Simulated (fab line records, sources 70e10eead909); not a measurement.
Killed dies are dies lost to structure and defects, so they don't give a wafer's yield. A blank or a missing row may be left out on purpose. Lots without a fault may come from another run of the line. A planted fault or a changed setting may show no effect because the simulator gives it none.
Which tool did it? | flow nand_harc | 11 lots, 33 wafers sampled, at 7 steps of a route of 1302

WHAT THE GAUGES READ, wafer by wafer
NHARC_A_ZERO_WELL_INSPECT_17.
lot  | measured     | on                | raw_defect_count
L491 | day 7 10:34  | defect_inspect-02 | 17 10 15
L497 | day 9 23:31  | defect_inspect-01 | 6 10 12
L499 | day 10 19:30 | defect_inspect-01 | 7 4 5
L505 | day 13 10:05 | defect_inspect-02 | 13 21 17
L506 | day 13 13:22 | defect_inspect-01 | 16 7 11
L507 | day 14 02:04 | defect_inspect-02 | 11 11 3
L509 | day 14 11:04 | defect_inspect-02 | 20 25 10
L510 | day 15 01:04 | defect_inspect-01 | 12 11 12
L511 | day 15 10:58 | defect_inspect-02 | 23 12 7
L512 | day 15 20:02 | defect_inspect-02 | 17 42 22
L513 | day 16 11:02 | defect_inspect-01 | 6 9 16

NHARC_A_CHANNEL_HOLE_D1_INSPECT_12.
lot  | measured     | on                | raw_defect_count
L491 | day 9 04:23  | defect_inspect-02 | 17 10 8
L497 | day 11 18:14 | defect_inspect-01 | 363 384 391
L499 | day 12 09:10 | defect_inspect-01 | 350 347 354
L505 | day 14 23:40 | defect_inspect-02 | 2 6 4
L506 | day 15 09:05 | defect_inspect-02 | 9 10 1
L507 | day 15 18:23 | defect_inspect-01 | 3 4 6
L509 | day 15 22:48 | defect_inspect-02 | 5 7 4
L510 | day 16 18:47 | defect_inspect-02 | 9 4 7
L511 | day 17 06:38 | defect_inspect-01 | 6 4 9
L512 | day 17 11:36 | defect_inspect-01 | 5 9 2
L513 | day 18 04:55 | defect_inspect-02 | 3 3 10

NHARC_A_CHANNEL_HOLE_D1_INSPECT_40.
lot  | measured     | on                | raw_defect_count
L491 | day 9 11:59  | defect_inspect-02 | 41 36 36
L497 | day 12 01:20 | defect_inspect-01 | 470 485 483
L499 | day 12 20:08 | defect_inspect-01 | 411 446 431
L505 | day 15 06:38 | defect_inspect-01 | 52 58 49
L506 | day 15 16:52 | defect_inspect-02 | 51 50 61
L507 | day 16 01:22 | defect_inspect-01 | 126 104 66
L509 | day 16 05:53 | defect_inspect-01 | 32 45 58
L510 | day 17 01:44 | defect_inspect-02 | 81 77 90
L511 | day 17 19:44 | defect_inspect-02 | 47 26 40
L512 | day 17 23:13 | defect_inspect-01 | 61 79 51
L513 | day 18 11:54 | defect_inspect-02 | 64 58 64

NHARC_END_SORT_01.
lot  | measured     | on        | killed_at_array | killed_at_other | killed_at_periphery | killed_dies | killed_open | killed_short
L497 | day 27 21:37 | prober-02 | 147 143 155     | 0 0 0           | 0 2 8               | 147 145 163 | 2 3 5       | 2 2 1
L499 | day 28 10:59 | prober-02 | 122 174 147     | 1 3 2           | 2 3 6               | 125 180 155 | 1 1 4       | 1 2 6

WHICH TOOL RAN EACH LOT (tool, then ch and the chambers of the sampled wafers, then the start)
lot  | NHARC_A_CHANNEL_HOLE_D1_DEP_01  | NHARC_A_CHANNEL_HOLE_D1_ETCH_38    | NHARC_A_CHANNEL_HOLE_D1_ETCH_25
L491 | pecvd-02 ch 1,2, day 9 03:35    | rie_diel-13 ch 0,3, day 9 04:34    | har_etch-01 ch 1, day 9 09:11
L497 | pecvd-01 ch 1,2, day 11 17:23   | rie_diel-13 ch 1,2,3, day 11 18:23 | har_etch-02 ch 0,1, day 11 22:49
L499 | pecvd-01 ch 0,1, day 12 08:27   | rie_diel-11 ch 1,3, day 12 09:19   | har_etch-02 ch 0,1, day 12 17:28
L505 | pecvd-04 ch 0,2, day 14 22:55   | rie_diel-01 ch 0,2, day 14 23:50   | har_etch-01 ch 0,1, day 15 03:49
L506 | pecvd-02 ch 1,2, day 15 08:15   | rie_diel-11 ch 0,1,2, day 15 09:15 | har_etch-01 ch 0, day 15 14:04
L507 | pecvd-04 ch 0,1, day 15 17:36   | rie_diel-11 ch 0,1, day 15 18:32   | har_etch-02 ch 0,1, day 15 22:50
L509 | pecvd-02 ch 1,2, day 15 21:58   | rie_diel-11 ch 0,1, day 15 22:58   | har_etch-01 ch 0,1, day 16 02:56
L510 | pecvd-01 ch 1,2, day 16 18:04   | rie_diel-13 ch 0,2, day 16 18:56   | har_etch-01 ch 0,1, day 16 22:55
L511 | pecvd-04 ch 0,1,2, day 17 05:49 | rie_diel-11 ch 1,2, day 17 06:47   | har_etch-02 ch 0, day 17 17:03
L512 | pecvd-02 ch 0,1, day 17 10:46   | rie_diel-11 ch 0,2,3, day 17 11:45 | har_etch-01 ch 0,1, day 17 20:32
L513 | pecvd-04 ch 1,2, day 18 04:13   | rie_diel-11 ch 1,3, day 18 05:04   | har_etch-01 ch 0,1, day 18 09:03
- NHARC_A_CHANNEL_HOLE_D1_DEP_01: deposits SiON, target thk 140 nm.
- NHARC_A_CHANNEL_HOLE_D1_ETCH_38: etches the open film in CF4, target depth 39 nm, time 65 s.
- NHARC_A_CHANNEL_HOLE_D1_ETCH_25: etches the open film in C4F8/O2/Ar, time 1040.2 s, target depth 1500 nm.

WHAT THE TOOLS THEMSELVES READ (means of the sampled wafers that have a number; where no wafer has one, the mark that the record gives instead)
NHARC_A_CHANNEL_HOLE_D1_DEP_01.
lot  | tool     | chamber_pressure_Torr (Torr) | heater_power_w (W)
L491 | pecvd-02 | 3.505                        | 826
L497 | pecvd-01 | 3.505                        | 672
L499 | pecvd-01 | 3.498                        | 736
L505 | pecvd-04 | 3.505                        | 711
L506 | pecvd-02 | 3.494                        | 838
L507 | pecvd-04 | 3.507                        | 668
L509 | pecvd-02 | 3.500                        | 773
L510 | pecvd-01 | 3.504                        | 685
L511 | pecvd-04 | 3.495                        | 710
L512 | pecvd-02 | 3.502                        | 782
L513 | pecvd-04 | 3.496                        | 724

NHARC_A_CHANNEL_HOLE_D1_ETCH_38.
lot  | tool        | drypump_motor_current_A (A) | oes_product_au (a.u.) | rf_vpp_V (V) | showerhead_plenum_p_Torr (Torr) | throttle_valve_pct (%)
L491 | rie_diel-13 | 5.7                         | 1.013                 | 151.4        | 1.81                            | 13.281
L497 | rie_diel-13 | 5.8                         | 1.005                 | 151.7        | 1.83                            | 13.273
L499 | rie_diel-11 | 5.4                         | 0.999                 | 152.5        | 1.88                            | 13.284
L505 | rie_diel-01 | 5.4                         | 0.991                 | 152.9        | 1.85                            | 13.291
L506 | rie_diel-11 | 5.6                         | 0.997                 | 151.8        | 1.79                            | 13.286
L507 | rie_diel-11 | 5.1                         | 1.001                 | 151.7        | 1.81                            | 13.291
L509 | rie_diel-11 | 5.1                         | 0.988                 | 151.5        | 1.81                            | 13.281
L510 | rie_diel-13 | 5.4                         | 0.994                 | 151.4        | 1.80                            | 13.288
L511 | rie_diel-11 | 5.9                         | 0.994                 | 152.7        | 1.86                            | 13.287
L512 | rie_diel-11 | 6.0                         | 1.005                 | 151.6        | 1.78                            | 13.284
L513 | rie_diel-11 | 5.4                         | 0.999                 | 152.2        | 1.87                            | 13.291

NHARC_A_CHANNEL_HOLE_D1_ETCH_25.
lot  | tool        | drypump_motor_current_A (A) | showerhead_plenum_p_Torr (Torr) | throttle_valve_pct (%)
L491 | har_etch-01 | 5.4                         | 3.72                            | 32.238
L497 | har_etch-02 | 5.8                         | 3.61                            | 32.232
L499 | har_etch-02 | 5.8                         | 3.60                            | 32.237
L505 | har_etch-01 | 5.3                         | 3.67                            | 32.235
L506 | har_etch-01 | 5.2                         | 3.65                            | 32.241
L507 | har_etch-02 | 6.0                         | 3.51                            | 32.227
L509 | har_etch-01 | 5.2                         | 3.66                            | 32.242
L510 | har_etch-01 | 5.3                         | 3.66                            | 32.229
L511 | har_etch-02 | 5.6                         | 3.64                            | 32.234
L512 | har_etch-01 | 5.3                         | 3.65                            | 32.236
L513 | har_etch-01 | 5.3                         | 3.64                            | 32.232

THE ANSWER, worked out from the rows above alone
Rule: what is usual is taken from the lots themselves. Put in order of their means at a reading, lots are off if they are a third of the lots or fewer, leave a main group of 4 or more, and stand apart from it by a gap of 3 or more times the standard deviation of the main group's means; of several such gaps the widest counts. A main group whose means are all the same, to the digits that the tables above print for the reading, isn't used. A lot without any number at a reading at which 4 lots or more have one is off too. The other lots that the step has rows for count as sound. The gauges are gone through in route order, then the tools' own readings, and for those a lot's mean is taken as printed above. The first step at which some lot is off is used, and at that step the reading that is off furthest; a lot without a number counts as furthest.
Off: L497, L499, at NHARC_A_CHANNEL_HOLE_D1_INSPECT_12 (raw_defect_count). The main group: mean 6.2, standard deviation 2.1.
A tool fits if, at a process step before that reading, it ran every lot that is off, and no sound lot after the first of them. The gauges at NHARC_A_CHANNEL_HOLE_D1_INSPECT_12 are tried like those tools. None of those tried fits.

WHAT THE SIMULATOR HAD PUT IN
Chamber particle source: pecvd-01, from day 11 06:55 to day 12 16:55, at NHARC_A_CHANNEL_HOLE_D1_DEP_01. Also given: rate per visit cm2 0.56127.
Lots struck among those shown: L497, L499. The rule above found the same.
